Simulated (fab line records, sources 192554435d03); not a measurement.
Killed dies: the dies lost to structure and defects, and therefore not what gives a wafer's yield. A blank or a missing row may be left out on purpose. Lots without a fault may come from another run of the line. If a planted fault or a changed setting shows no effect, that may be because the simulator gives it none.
fab line records -- flow n5Finfet
record lots=4, wafers=12, lastDay=16
route steps=1938 shown WELL_APT@38 PMOS_HMC_CHANNEL_EPI@57 BEOL_M4@1111 PASSIVATION@1936
lots untouched by any fault: they come from a run of this same line in which no faults occurred
startH: hours from the record's first day to the start of the lot's first wafer shown -- waitH: time in hours since the lot's previous step -- " identical to the entry in the row above -- L1.1+2: several wafers, shown together as one row -- - no value, or no start given -- * or withheld: withheld -- < > ~ a bound
route shown NAME@n: NAME is a module with steps in the file, n the number in the route of the first one -- usual: mean/standard deviation taken from wafers without a fault -- same: alike in all rows -- chamber/n: place in a boat -- sites: the reading at each site -- _std_site: the standard deviation of these -- _edge_site: the outer-site mean with the inner-site mean subtracted -- radiusMm: for every site, how far away it sits from the centre of the wafer -- mask NAME#n: copy n -- behind: the tool/chamber that last shaped the wafer -- hold: the reason the lot was held/the length of the hold in hours/how it ended -- device: the transistor (n, p or np) that didn't switch -- end of line: tests run on the same wafers once the route is complete -- a step given without rows: its recipe and nothing more -- killed: not the wafer's yield, but the dies lost to structure and defects at the first sort -- map: per-die view of a wafer (x killed, . not killed, _ where there is no die)
set.NAME: setting as actually run; set.NAME@STEP: the setting as run at that earlier step -- model.NAME: the simulator's own value behind a step, which no gauge read
lots at some steps of the route; a table a step, a row a wafer
## steps
# step N5_WELL_APT_SOFTBAKE_20
# recipe tempC=130, timeS=60
# step N5_WELL_APT_EXPOSE_22
# recipe maskId=PWELL, na=0.8, sourceShape=conventional, sigmaOuter=0.8, polarization=unpolarized, defocusNm=0, targetCdNm=200, doseMj=23.2
# step N5_WELL_APT_PEB_23
# recipe pebTempC=130, pebTimeS=90
# step N5_WELL_APT_DEVELOP_24
# recipe developTimeS=45, rinseLiquid=surfactantRinse, dry=airSpin, devTempC=21
# step N5_WELL_APT_HARDBAKE_29
# recipe tempC=130, timeS=120
# step N5_WELL_APT_DESCUM_30
# recipe chemistry=O2, timeS=7.9, sourcePowerW=50, biasPowerW=20, pressureMtorr=20, rfFrequencyHz=2.712e+07, tempC=40, o2FlowSccm=225
# step N5_WELL_APT_IMPLANT_31
# recipe species=B, energyKev=60, doseCm2=1.5e+13, tiltDeg=0, rotationDeg=0
# step N5_WELL_APT_IMPLANT_32
# recipe species=BF2, energyKev=50, doseCm2=2e+13, tiltDeg=0, rotationDeg=0
# step N5_WELL_APT_STRIP_33
# recipe chemistry=SPM, timeS=900, tempC=130, h2so4H2o2VolRatio=4, dry=ipaMarangoni
# step N5_WELL_APT_RTA_34
# recipe tempC=1000, timeS=10, ambient=N2, idleTempC=600, rampUpCPerS=150, rampDownCPerS=60, coolToC=600
# usual lampPowerPct=13.00/0.058, lamp_zone_1_pct=12.997/0.029, lamp_zone_2_pct=12.997/0.026, lamp_zone_3_pct=12.996/0.028, lamp_zone_4_pct=12.993/0.025, lamp_zone_5_pct=12.993/0.026, lamp_zone_6_pct=12.920/0.029, lamp_zone_7_pct=13.417/0.029, wafer_temp_C_max=1003.5/1.1
lot.wafer,tool,chamber,startH,waitH,lampPowerPct,lamp_zone_1_pct,lamp_zone_2_pct,lamp_zone_3_pct,lamp_zone_4_pct,lamp_zone_5_pct,lamp_zone_6_pct,lamp_zone_7_pct,wafer_temp_C_max
L939.1,rtpAnneal-01,0,53.05,0.6,13.08,13.029,13.022,12.993,12.970,12.970,12.898,13.397,1003.2
L939.5,rtpAnneal-01,0,53.05,0.6,13.09,13.062,13.057,13.008,12.962,13.005,12.870,13.430,1003.6
L939.6,rtpAnneal-01,0,53.05,0.6,12.94,13.012,12.934,13.009,13.017,13.001,12.934,13.422,1004.0
L945.3,rtpAnneal-01,0,87.95,0.1,11.40,11.473,11.417,11.405,11.390,11.435,11.344,11.849,1002.7
L945.5,rtpAnneal-01,0,87.95,0.1,11.43,11.368,11.371,11.428,11.398,11.382,11.306,11.718,1003.2
L945.6,rtpAnneal-01,0,87.95,0.1,11.46,11.410,11.451,11.461,11.445,11.443,11.350,11.792,1001.8
L946.1,rtpAnneal-02,0,94.76,0.3,13.00,12.998,13.022,13.073,12.997,12.941,12.954,13.390,1004.9
L946.3,rtpAnneal-02,0,94.76,0.3,12.95,13.034,13.027,12.987,13.022,12.997,12.896,13.426,1004.8
L946.5,rtpAnneal-02,0,94.76,0.3,13.13,13.009,13.003,13.040,12.985,12.972,12.928,13.422,1002.9
L948.2,rtpAnneal-01,0,105.61,0.1,11.41,11.486,11.461,11.423,11.384,11.375,11.366,11.766,1002.1
L948.4,rtpAnneal-01,0,105.61,0.1,11.42,11.450,11.365,11.408,11.368,11.388,11.324,11.782,1002.8
L948.5,rtpAnneal-01,0,105.61,0.1,11.39,11.388,11.404,11.352,11.431,11.408,11.376,11.741,1003.1
# step N5_WELL_APT_OXIDE_STRIP_42
# recipe chemistry=dHF, dilution=25:1, timeS=45, tempC=25, target=SiO2, targetDepthA=120
# step N5_WELL_APT_PRECLEAN_36
# recipe chemistry=O3/DIW, timeS=45, tempC=22, o3Ppm=10
# step N5_WELL_APT_PRECLEAN_39
# recipe chemistry=dHF, timeS=60, dilution=150:1, tempC=25
# step N5_WELL_APT_SRD_37
# recipe dry=ipaMarangoni, doPpb=5, timeS=30, tempC=23, rinseLiquid=diw
# step N5_WELL_APT_EPI_41
# recipe material=Si, targetThkA=500, tempC=650, precursor=SiH4/H2, pressureTorr=20, timeS=297.7
# step N5_PMOS_HMC_CHANNEL_EPI_HM_DEP_34
# recipe material=SiO2, targetThkA=360, tempC=400, precursor=TEOS/O2, pressureTorr=6.5, rfW=900, teosFlowSccm=161.4, gas=O2, flowSccm=2650, timeS=6.9
# step N5_PMOS_HMC_CHANNEL_EPI_COAT_31
# recipe resist=BARC, tempC=205, timeS=60, spinRpm=1500, resistThkNm=66
# step N5_PMOS_HMC_CHANNEL_EPI_COAT_03
# recipe resist=CAR-ArF-block, spinRpm=1500, resistThkNm=205
# step N5_PMOS_HMC_CHANNEL_EPI_EBR_05
# recipe solvent=PGMEA, ebrWidthMm=1.5
# step N5_PMOS_HMC_CHANNEL_EPI_SOFTBAKE_04
# recipe tempC=110, timeS=60, resist=CAR-ArF-block
# step N5_PMOS_HMC_CHANNEL_EPI_EXPOSE_06
# recipe maskId=PMOS_HMC_BLK, na=1.35, sourceShape=conventional, sigmaOuter=0.8, polarization=unpolarized, targetCdNm=240, doseMj=41
# step N5_PMOS_HMC_CHANNEL_EPI_PEB_07
# recipe pebTempC=110, pebTimeS=60, resist=CAR-ArF-block
# step N5_PMOS_HMC_CHANNEL_EPI_DEVELOP_08
# recipe developTimeS=30, developer=TMAH, resist=CAR-ArF-block, devTempC=23, rinseLiquid=diw, dry=airSpin
# step N5_PMOS_HMC_CHANNEL_EPI_DESCUM_14
# recipe chemistry=O2, timeS=7.9, sourcePowerW=50, biasPowerW=20, pressureMtorr=20, rfFrequencyHz=2.712e+07, tempC=40, resist=CAR-ArF-block, o2FlowSccm=225
# step N5_PMOS_HMC_CHANNEL_EPI_ETCH_32
# recipe chemistry=N2/H2, target=BARC, stopOn=SiO2, targetDepthA=858, overEtchFrac=0.3, timeS=50.3, ionEnergyEv=200, maskMaterial=CAR-ArF-block, pressureMtorr=30, sourceW=840, biasW=150, n2FlowSccm=200, h2FlowSccm=200
# step N5_PMOS_HMC_CHANNEL_EPI_HM_OPEN_15
# recipe chemistry=CHF3/O2, target=SiO2, maskMaterial=CAR-ArF-block, targetDepthA=406, CHF3_flow_sccm=50, O2_flow_sccm=5, Ar_flow_sccm=200, timeS=20.3, pressureMtorr=30, sourceW=650, biasW=170, ionEnergyEv=200
# step N5_PMOS_HMC_CHANNEL_EPI_STRIP_33
# recipe chemistry=N2/H2, powerW=500, tempC=40, pressureMtorr=50, rfFrequencyHz=6e+07, overashFraction=0.3, biasPowerW=8, h2Frac=0.5, n2FlowSccm=300, h2FlowSccm=300
# step N5_PMOS_HMC_CHANNEL_EPI_STRIP_17
# recipe chemistry=SPM, timeS=750, tempC=130, h2so4H2o2VolRatio=4, dry=ipaMarangoni
# step N5_PMOS_HMC_CHANNEL_EPI_ETCH_38
# recipe chemistry=CF4, target=SiO2, targetDepthA=15, ionEnergyEv=350, pressureMtorr=10, icpW=800, biasW=400, cf4FlowSccm=80
# step N5_PMOS_HMC_CHANNEL_EPI_FIN_RECESS_16
# recipe chemistry=HBr/Cl2, target=Si, maskMaterial=SiO2, targetDepthA=540, timeS=18, pressureMtorr=10, icpW=800, biasW=75, HBr_flow_sccm=150, Cl2_flow_sccm=80
# step N5_PMOS_HMC_CHANNEL_EPI_PRECLEAN_36
# recipe chemistry=O3/DIW, timeS=45, tempC=22, o3Ppm=10
# step N5_PMOS_HMC_CHANNEL_EPI_PRECLEAN_18
# recipe chemistry=DHF, timeS=30, tempC=25, dilution=withheld
# step N5_PMOS_HMC_CHANNEL_EPI_SRD_19
# recipe dry=ipaMarangoni, doPpb=5, timeS=30, tempC=23, rinseLiquid=diw
# step N5_PMOS_HMC_CHANNEL_EPI_EPI_20
# recipe material=SiGe30, maskMaterial=SiO2, pressureTorr=20, targetThkA=590, tempC=600
# step N5_PMOS_HMC_CHANNEL_EPI_HM_STRIP_35
# recipe chemistry=dHF, tempC=25, material=SiO2, target=SiO2, targetDepthA=396, timeS=216
# step N5_BEOL_M4_RC_MEAS_101
# usual DIBL_N=35.3/1.5, DIBL_P=35.3/1.9, IOFF_N=0.145/0.027, IOFF_N_LONG=5.5e-05/2.4e-06, IOFF_P=0.20/0.033, ION_N=670/12, ION_P=462/6.8, SS_N=71.3/0.6, SS_P=73.1/0.7, VT_N=251/3.4, VT_P=-251/3.2
lot.wafer,tool,chamber,startH,waitH,DIBL_N[mV/V],DIBL_P[mV/V],IOFF_N[nA/um],IOFF_N_LONG[nA/um],IOFF_P[nA/um],ION_N[uA/um],ION_P[uA/um],SS_N[mV/dec],SS_P[mV/dec],VT_N[mV],VT_P[mV]
L939.1,prober-02,0,231.85,0.0,37.9,39.4,0.212,5.69e-05,0.32,700,490,72.3,74.0,246,-241
L939.5,prober-02,0,231.85,0.0,37.0,38.4,0.186,5.64e-05,0.29,676,479,72.3,73.7,248,-243
L939.6,prober-02,0,231.85,0.0,37.1,38.6,0.184,5.56e-05,0.29,677,472,72.3,74.4,249,-243
L945.3,prober-02,0,253.89,0.3,36.6,37.9,0.171,6.95e-05,0.23,679,466,71.2,73.4,246,-249
L945.5,prober-02,0,253.89,0.3,35.7,36.8,0.151,6.82e-05,0.22,674,463,71.5,74.2,250,-251
L945.6,prober-02,0,253.89,0.3,37.5,39.0,0.207,7.03e-05,0.26,691,464,71.3,73.8,244,-246
L946.1,prober-02,0,262.54,0.0,35.8,37.2,0.147,5.5e-05,0.19,665,458,71.4,73.7,251,-251
L946.3,prober-02,0,262.54,0.0,33.3,33.3,0.120,5.66e-05,0.16,673,460,71.3,72.2,253,-254
L946.5,prober-02,0,262.54,0.0,33.4,32.9,0.101,5.51e-05,0.14,653,450,71.0,72.2,257,-258
L948.2,prober-02,0,276.58,0.2,38.2,38.7,0.175,6.97e-05,0.23,677,459,72.5,73.1,249,-249
L948.4,prober-02,0,276.58,0.2,37.2,36.7,0.166,7.1e-05,0.20,671,456,71.6,74.2,253,-251
L948.5,prober-02,0,276.58,0.2,35.9,36.0,0.145,6.93e-05,0.19,662,455,71.3,73.6,251,-252
# step N5_PASSIVATION_PROBE_49
# usual defectLimitedYield=91.2/1.5, killed_at_M0_to_M3=34/11, killed_at_M4_up=14/5.4, killedAtContacts=12/5.9, killedAtFrontEnd=40/12, killedAtOther=4/3.3, killedDies=103/18, killedOpen=68/13, killedShort=34/7.5, sort_bin_5_function=5.1/1, sort_bin_6_memory=3.3/0.7, sortNPass=1076/18, sortYieldPct=91.2/1.5
# same grossDies=1180, killedAtBackSide=0, sort_bin_4_leakage[%]=0, sort_bin_8_speed[%]=0
lot.wafer,tool,chamber,startH,waitH,defectLimitedYield[%],killed_at_M0_to_M3,killed_at_M4_up,killedAtContacts,killedAtFrontEnd,killedAtOther,killedDies,killedOpen,killedShort,sort_bin_5_function[%],sort_bin_6_memory[%],sortNPass,sortYieldPct[%]
L939.1,prober-02,-,343.25,0.9,89.3,43,9,24,47,3,126,84,38,5.8,4.7,1054,89.3
L939.5,prober-02,-,343.45,1.1,88.3,52,8,15,60,3,138,92,44,6.6,4.7,1042,88.3
L939.6,prober-02,-,343.50,1.1,89.8,51,17,11,40,1,120,81,36,6.2,3.7,1060,89.8
L945.3,prober-01,-,359.58,0.1,91.5,37,14,6,31,12,100,65,33,4.7,3.3,1080,91.5
L945.5,prober-01,-,359.68,0.2,91.2,38,12,18,35,1,104,64,37,5.1,3.6,1076,91.2
L945.6,prober-01,-,359.73,0.3,90.3,43,10,17,42,3,115,75,39,6.1,3.3,1065,90.3
L946.1,prober-02,-,361.46,0.0,92.0,40,14,3,31,6,94,57,37,4.9,2.8,1086,92.0
L946.3,prober-02,-,361.56,0.1,91.3,37,22,12,26,6,103,65,38,5.8,2.7,1077,91.3
L946.5,prober-02,-,361.66,0.2,91.6,35,19,8,35,2,99,61,38,5.2,3.0,1081,91.6
L948.2,prober-02,-,391.11,0.1,91.7,29,14,14,39,2,98,77,20,3.9,4.2,1082,91.7
L948.4,prober-02,-,391.21,0.2,93.0,27,9,1,45,1,83,59,24,3.9,2.9,1097,93.0
L948.5,prober-02,-,391.26,0.2,92.6,31,9,11,35,1,87,61,26,3.9,3.3,1093,92.6
# killed by level:class
L939.1 STI_FIN_REVEAL:geometricParticle:open=22 MOL_CONTACT_COAG:geometricParticle:open=20 BEOL_M0_SAQP:geometricParticle:short=13 BEOL_M1:geometricParticle:open=9 BEOL_M0_SAQP:geometricParticle:open=7 BEOL_M0:geometricParticle:open=7 MOL_CONTACT_COAG:geometricParticle:short=4 BEOL_M7:geometricParticle:open=4
L939.5 STI_FIN_REVEAL:geometricParticle:open=25 BEOL_M1:geometricParticle:open=15 BEOL_M0_SAQP:geometricParticle:open=13 MOL_CONTACT_COAG:geometricParticle:open=11 GATE_CUT:geometricParticle:short=9 BEOL_M3:geometricParticle:open=7 STI_FIN_REVEAL:geometricParticle:short=6 BEOL_M0_SAQP:geometricParticle:short=5
L939.6 STI_FIN_REVEAL:geometricParticle:open=18 BEOL_M0_SAQP:geometricParticle:short=13 BEOL_M3:geometricParticle:open=10 BEOL_M0_SAQP:geometricParticle:open=9 MOL_CONTACT_COAG:geometricParticle:open=8 BEOL_M1:geometricParticle:open=6 BEOL_M4:geometricParticle:open=6 GATE_CUT:geometricParticle:open=5
L945.3 BEOL_M3:geometricParticle:open=15 FIN_SAQP:geometricParticle:open=11 BEOL_M0_SAQP:geometricParticle:open=8 FIN_SAQP:geometricParticle:short=7 BEOL_M0_SAQP:geometricParticle:short=7 MOL_CONTACT_COAG:geometricParticle:open=6 BEOL_M4:geometricParticle:open=4 PASS1_CAP:geometricParticle:short=4
L945.5 BEOL_M2:geometricParticle:open=15 MOL_CONTACT_COAG:geometricParticle:open=11 FIN_SAQP:geometricParticle:short=10 FIN_SAQP:geometricParticle:open=8 MOL_CONTACT_COAG:geometricParticle:short=7 BEOL_M1:geometricParticle:open=5 DUMMY_GATE:geometricParticle:open=4 BEOL_M0_SAQP:geometricParticle:short=4
L945.6 FIN_SAQP:geometricParticle:open=12 MOL_CONTACT_COAG:geometricParticle:open=12 BEOL_M0_SAQP:geometricParticle:open=10 BEOL_M2:geometricParticle:open=10 FIN_SAQP:geometricParticle:short=9 BEOL_M4:geometricParticle:open=8 BEOL_M0_SAQP:geometricParticle:short=7 BEOL_M3:geometricParticle:open=6
L946.1 BEOL_M3:geometricParticle:open=11 BEOL_M4:geometricParticle:open=9 FIN_SAQP:geometricParticle:short=8 BEOL_M0_SAQP:geometricParticle:short=8 STI_FIN_REVEAL:geometricParticle:open=7 STARTING-WAFER:geometricParticle:short=5 BEOL_M0:geometricParticle:open=5 BEOL_M1:geometricParticle:open=5
L946.3 BEOL_M4:geometricParticle:open=13 MOL_CONTACT_COAG:geometricParticle:open=9 BEOL_M3:geometricParticle:open=9 FIN_SAQP:geometricParticle:short=7 BEOL_M0_SAQP:geometricParticle:short=7 BEOL_M2:geometricParticle:open=5 BEOL_M5:geometricParticle:open=5 BEOL_M0_SAQP:geometricParticle:open=4
L946.5 BEOL_M0_SAQP:geometricParticle:short=11 BEOL_M4:geometricParticle:open=10 BEOL_M1:geometricParticle:open=8 FIN_SAQP:geometricParticle:short=7 BEOL_M0_SAQP:geometricParticle:open=5 FIN_SAQP:geometricParticle:open=5 GATE_CUT:geometricParticle:short=5 MOL_CONTACT_COAG:geometricParticle:open=5
L948.2 STI_FIN_REVEAL:geometricParticle:open=11 MOL_CONTACT_COAG:geometricParticle:open=11 BEOL_M2:geometricParticle:open=9 FIN_SAQP:geometricParticle:open=8 BEOL_M3:geometricParticle:open=8 BEOL_M4:geometricParticle:open=8 STARTING-WAFER:geometricParticle:short=6 BEOL_M0_SAQP:geometricParticle:open=4
L948.4 FIN_SAQP:geometricParticle:open=14 STI_FIN_REVEAL:geometricParticle:open=7 FIN_SAQP:geometricParticle:short=6 BEOL_M0_SAQP:geometricParticle:short=6 BEOL_M2:geometricParticle:open=6 BEOL_M3:geometricParticle:open=6 BEOL_M0_SAQP:geometricParticle:open=4 STARTING-WAFER:geometricParticle:open=4
L948.5 FIN_SAQP:geometricParticle:open=10 MOL_CONTACT_COAG:geometricParticle:open=8 BEOL_M0_SAQP:geometricParticle:open=8 BEOL_M3:geometricParticle:open=7 STI_FIN_REVEAL:geometricParticle:open=5 DUMMY_GATE:geometricParticle:open=5 BEOL_M0_SAQP:geometricParticle:short=5 FIN_SAQP:geometricParticle:short=4
## key
firstSign step=N5_WELL_APT_RTA_34, reading=lamp_zone_4_pct, direction=down, sigmas=63, usual=*, struck=*
effect step=N5_WELL_APT_RTA_34, reading=lamp_zone_5_pct, direction=down, sigmas=61, usual=*, struck=*
effect step=N5_BEOL_M4_RC_MEAS_101, reading=IOFF_N_LONG, direction=up, sigmas=6, usual=5.5e-05, struck=6.97e-05
metAt N5_WELL_APT_RTA_34
struckWafers L945.3,L945.5,L945.6,L948.2,L948.4,L948.5
onsetBetween 53.05 87.95
fault kind=processParameterDrift, tool=rtpAnneal-01, chamber=-, onsetH=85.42, steps=N5_WELL_APT_RTA_34, channel=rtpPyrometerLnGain, offset=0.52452, shape=step, endH=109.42
